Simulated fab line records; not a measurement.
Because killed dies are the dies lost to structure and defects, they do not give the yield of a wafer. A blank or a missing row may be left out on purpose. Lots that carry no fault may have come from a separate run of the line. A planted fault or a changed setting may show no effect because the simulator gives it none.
Lot-split experiment    flow n5_finfet    21 wafers read across 7 lots, on a route 1938 steps long

SPLIT DETAILS
At N5_PMOS_HMC_CHANNEL_EPI_HM_DEP_34 (deposits SiO2 from TEOS/O2, target thk 36 nm, time 6.9 s), the setting time_s was moved away from the recipe's 6.9 s on 9 of the 21 wafers read, by -12.8% to +13.9%. This setting was run at the recipe's value on the other wafers.

The reading comes from the split's own step.

THE READING
SiO2_of_PMOS_HMC_CHANNEL_EPI_HM_DEP_34.thk_nm (the simulator's own value, which no gauge read), in nm, at N5_PMOS_HMC_CHANNEL_EPI_HM_DEP_34 (deposits SiO2 from TEOS/O2, target thk 36 nm, time 6.9 s). There is no usual value for it anywhere in the file. The 12 wafers here that ran the recipe average 35.71 nm, standard deviation 0.47 nm.

wafer   tool, chamber at the split  time_s as run, s  against the recipe  SiO2_of_PMOS_HMC_CHANNEL_EPI_HM_DEP_34.thk_nm, nm  against lot-mates on the recipe
L076.1  pecvd-04, 0                 6.9               recipe              35.94                                              -
L076.2  pecvd-04, 2                 6.9               recipe              35.83                                              -
L076.4  pecvd-04, 2                 6.403             -7.2%               33.56                                              -2.32
L078.2  pecvd-04, 0                 6.9               recipe              34.93                                              -
L078.3  pecvd-04, 1                 6.9               recipe              34.86                                              -
L078.5  pecvd-04, 0                 6.9               recipe              35.92                                              -
L085.4  pecvd-01, 2                 6.015             -12.8%              32.7                                               -3.52
L085.5  pecvd-01, 0                 6.015             -12.8%              32.18                                              -4.04
L085.6  pecvd-01, 1                 6.9               recipe              36.22                                              -
L086.1  pecvd-01, 1                 6.9               recipe              35.34                                              -
L086.3  pecvd-01, 2                 7.86              +13.9%              40.59                                              +5.25
L086.6  pecvd-01, 0                 7.86              +13.9%              40.88                                              +5.54
L092.1  pecvd-01, 0                 6.9               recipe              35.81                                              -
L092.2  pecvd-01, 1                 6.9               recipe              35.37                                              -
L092.5  pecvd-01, 0                 6.9               recipe              36.24                                              -
L093.2  pecvd-04, 1                 6.214             -9.9%               31.3                                               -5.00
L093.4  pecvd-04, 2                 6.9               recipe              36.3                                               -
L093.6  pecvd-04, 1                 6.214             -9.9%               32                                                 -4.30
L096.2  pecvd-01, 0                 7.752             +12.3%              39.79                                              +3.99
L096.3  pecvd-01, 2                 6.9               recipe              35.8                                               -
L096.4  pecvd-01, 2                 7.752             +12.3%              40.14                                              +4.34

FIT RESULTS
A straight line over all 21 wafers: SiO2_of_PMOS_HMC_CHANNEL_EPI_HM_DEP_34.thk_nm changes by +0.334 nm for each +1% of time_s; r = +0.98; the points scatter about the line by 0.58 nm.
The same after taking each lot's own level away (the mean of its wafers on the recipe; 21 wafers): +0.361 nm for each +1%; r = +0.98; scatter 0.55 nm.
Per that fit: largest time_s move, reading shift of 5 nm.
The lots' own levels span 35.237 to 36.300 nm, that is 2.3 times the standard deviation above.
The two slopes are in agreement: the lot-to-lot level therefore moves the slope only a little.
Check: with one of the wafers moved furthest among these (+13.9%) left out of the fit, the line predicts +4.97 nm for it against its lot-mates. Against them it came out at +5.25 nm.

ADDITIONAL SPLITS CARRIED BY THESE WAFERS
Note: prior to the reading, these wafers also went through further splits. Each is held against what the fit with the lots' levels taken away leaves over:
other split on the same wafers  wafers away from the commonest value  r with SiO2_of_PMOS_HMC_CHANNEL_EPI_HM_DEP_34.thk_nm (lot level and that fit taken away)
N5_WELL_APT_COAT_02 spin_rpm    9                                     +0.23

THE FILE'S OWN FIT
SiO2_of_PMOS_HMC_CHANNEL_EPI_HM_DEP_34.thk_nm changes by +0.36 nm for each +1% of time_s, r = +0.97.
